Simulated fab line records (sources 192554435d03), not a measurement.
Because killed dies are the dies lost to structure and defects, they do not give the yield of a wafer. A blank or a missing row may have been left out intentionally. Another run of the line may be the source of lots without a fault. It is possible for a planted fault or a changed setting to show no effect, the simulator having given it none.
Lot-split experiment + flow n5_finfet + 21 wafers read across 7 lots, on a route 1938 steps long

== SPLIT DETAILS ==
At N5_SD_EPI_P_PEB_07 (peb time 60 s), the setting peb_time_s was moved away from the recipe's 60 s on 6 of the 21 wafers read, by -8.6% to +20.0%. The other wafers ran this setting at the recipe's value.

== THE PATH FROM SPLIT TO READING: the file shows 1 step between them ==
- N5_SD_EPI_P_DEVELOP_08: develop time 30 s

== THE READING ==
Shown in nm: cd_nm at N5_SD_EPI_P_CD_MEAS_09, with target cd 240 nm. Fault-free wafers of this fab line usually give 240.2 nm, standard deviation 0.8 nm.

| wafer  | tool, chamber at the split | peb_time_s as run, s | against the recipe | cd_nm, nm | against lot-mates on the recipe |
|--------|----------------------------|----------------------|--------------------|-----------|---------------------------------|
| L074.2 | litho_track-03, 0          | 60                   | recipe             | 238.5     | -                               |
| L074.4 | litho_track-03, 0          | 60                   | recipe             | 238.8     | -                               |
| L074.5 | litho_track-03, 0          | 60                   | recipe             | 239.5     | -                               |
| L079.1 | litho_track-04, 0          | 64.2                 | +7.0%              | 241.7     | +2.1                            |
| L079.2 | litho_track-04, 0          | 64.2                 | +7.0%              | 242.2     | +2.6                            |
| L079.6 | litho_track-04, 0          | 60                   | recipe             | 239.6     | -                               |
| L086.2 | litho_track-01, 0          | 60                   | recipe             | 240.0     | -                               |
| L086.5 | litho_track-01, 0          | 60                   | recipe             | 238.8     | -                               |
| L086.6 | litho_track-01, 0          | 60                   | recipe             | 239.8     | -                               |
| L087.1 | litho_track-01, 0          | 54.86                | -8.6%              | 236.6     | -4.0                            |
| L087.3 | litho_track-01, 0          | 60                   | recipe             | 240.6     | -                               |
| L087.4 | litho_track-01, 0          | 54.86                | -8.6%              | 237.4     | -3.2                            |
| L088.2 | litho_track-01, 0          | 60                   | recipe             | 240.3     | -                               |
| L088.4 | litho_track-01, 0          | 60                   | recipe             | 239.9     | -                               |
| L088.6 | litho_track-01, 0          | 60                   | recipe             | 239.3     | -                               |
| L089.1 | litho_track-03, 0          | 60                   | recipe             | 242.1     | -                               |
| L089.3 | litho_track-03, 0          | 71.98                | +20.0%             | 245.2     | +3.1                            |
| L089.5 | litho_track-03, 0          | 71.98                | +20.0%             | 246.2     | +4.1                            |
| L090.3 | litho_track-03, 0          | 60                   | recipe             | 241.0     | -                               |
| L090.5 | litho_track-03, 0          | 60                   | recipe             | 240.6     | -                               |
| L090.6 | litho_track-03, 0          | 60                   | recipe             | 241.5     | -                               |

THE FIT
A straight line over all 21 wafers: cd_nm changes by +0.296 nm for each +1% of peb_time_s; r = +0.92; the points scatter about the line by 0.92 nm.
The same after taking each lot's own level away (the mean of its wafers on the recipe; 21 wafers): +0.235 nm for each +1%; r = +0.91; scatter 0.76 nm.
That fit puts the effect of the largest move of peb_time_s on the reading at 4.7 nm.
Measured against the standard deviation above, the lots' own levels, which go from 238.93 to 242.10 nm, span 4.0 times it.
So the lot-to-lot level changes the slope: the two fits differ.
Check: +5.4 nm against its lot-mates is what the line predicts for one of the wafers moved furthest among these (+20.0%) when that wafer is left out of the fit. It came out at +3.1 nm against them.

== OTHER SPLITS ON THESE WAFERS ==
Note: prior to the reading, these wafers also went through further splits. Each is held against what the fit with the lots' levels taken away leaves over:
| other split on the same wafers                    | wafers away from the commonest value | r with cd_nm (lot level and that fit taken away) |
|---------------------------------------------------|--------------------------------------|--------------------------------------------------|
| N5_ZERO_LAYER_ETCH_18 icp_w                       | 9                                    | +0.19                                            |
| N5_PMOS_HMC_CHANNEL_EPI_PEB_07 peb_temp_c         | 5                                    | +0.23                                            |
| N5_PMOS_HMC_CHANNEL_EPI_DEVELOP_08 develop_time_s | 5                                    | -0.12                                            |
| N5_FIN_CUT_COAT_19 spin_rpm                       | 7                                    | +0.36                                            |
| N5_DUMMY_GATE_CVD_03 temp_c                       | 6                                    | +0.14                                            |
| N5_DUMMY_GATE_COAT_28 spin_rpm                    | 5                                    | -0.19                                            |
| N5_DUMMY_GATE_COAT_09 spin_rpm                    | 5                                    | -0.03                                            |
| N5_SD_EPI_P_COAT_35 spin_rpm                      | 7                                    | -0.29                                            |

== THE WHOLE CHAIN: every reading that the file lists as answering this split, in the file's order ==
| step                   | what it does             | reading                                                         | change (the file's fit)               | r (the file's) |
|------------------------|--------------------------|-----------------------------------------------------------------|---------------------------------------|----------------|
| N5_SD_EPI_P_CD_MEAS_09 | target cd 240 nm         | cd_nm                                                           | +0.23 nm for each +1% of the setting  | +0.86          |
| N5_SD_EPI_P_DESCUM_14  | chemistry O2, time 7.9 s | SD_EPI_P.cd_nm (the simulator's own value, which no gauge read) | +0.274 nm for each +1% of the setting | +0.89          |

== FILE'S OWN FIT ==
cd_nm changes by +0.23 nm for each +1% of peb_time_s, r = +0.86.
